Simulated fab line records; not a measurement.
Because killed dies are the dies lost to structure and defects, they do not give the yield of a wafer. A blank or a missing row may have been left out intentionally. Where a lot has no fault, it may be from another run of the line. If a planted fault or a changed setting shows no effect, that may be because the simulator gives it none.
Matching of chambers	flow n5Finfet	uvCure-03 running N5_BEOL_M6_CURE_74: 3 sister chambers
The step cures SiCOH lowk, time 240 s. 6 wafers are shown with their chamber, then 8 later ones without.

## EACH WAFER AND ITS CHAMBER
wafer	chamber	wafer_temp_C_max	lampPowerPct (%)
L086.6	2	387.0	52.41
L089.3	1	387.0	52.30
L089.4	1	387.3	52.33
L090.2	0	386.7	52.32
L090.3	0	386.3	52.23
L092.1	2	386.6	52.30

## WAFERS WHOSE CHAMBER IS MISSING
wafer	wafer_temp_C_max	lampPowerPct (%)
L092.4	387.4	52.36
L092.5	387.5	52.20
L091.1	386.0	52.37
L091.2	386.0	52.26
L091.5	386.0	52.36
L093.1	386.5	52.33
L093.2	387.5	52.36
L093.5	387.8	52.28

## CHAMBER TAKEN BY EACH
wafer	from the rows above	in truth
L092.4	can't be placed: 1 or 2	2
L092.5	can't be placed: 1 or 2 or 0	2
L091.1	can't be placed: 0 or 2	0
L091.2	can't be placed: 0 or 2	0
L091.5	can't be placed: 0 or 2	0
L093.1	can't be placed: 0 or 2 or 1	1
L093.2	can't be placed: 1 or 2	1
L093.5	can't be placed: 1 or 2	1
0 of 8 placed correctly. Can't be placed from these rows: 8 (the true chamber is among the candidates in 8). Wrongly placed: 0.
How it was worked out, from the rows above alone: a wafer's distance from a chamber is the root of the sum, over the readings, of the square of ((its reading less the chamber's mean) divided by the reading's scatter). The wafer belongs to the nearest chamber; if the next one is less than 2 further off, it can't be placed. Each chamber's mean is taken over the wafers shown for it. How the scatter is found: for the shown wafers, subtract from each reading the mean of its chamber, square and add these, divide the total by (wafers less chambers), then take the root.
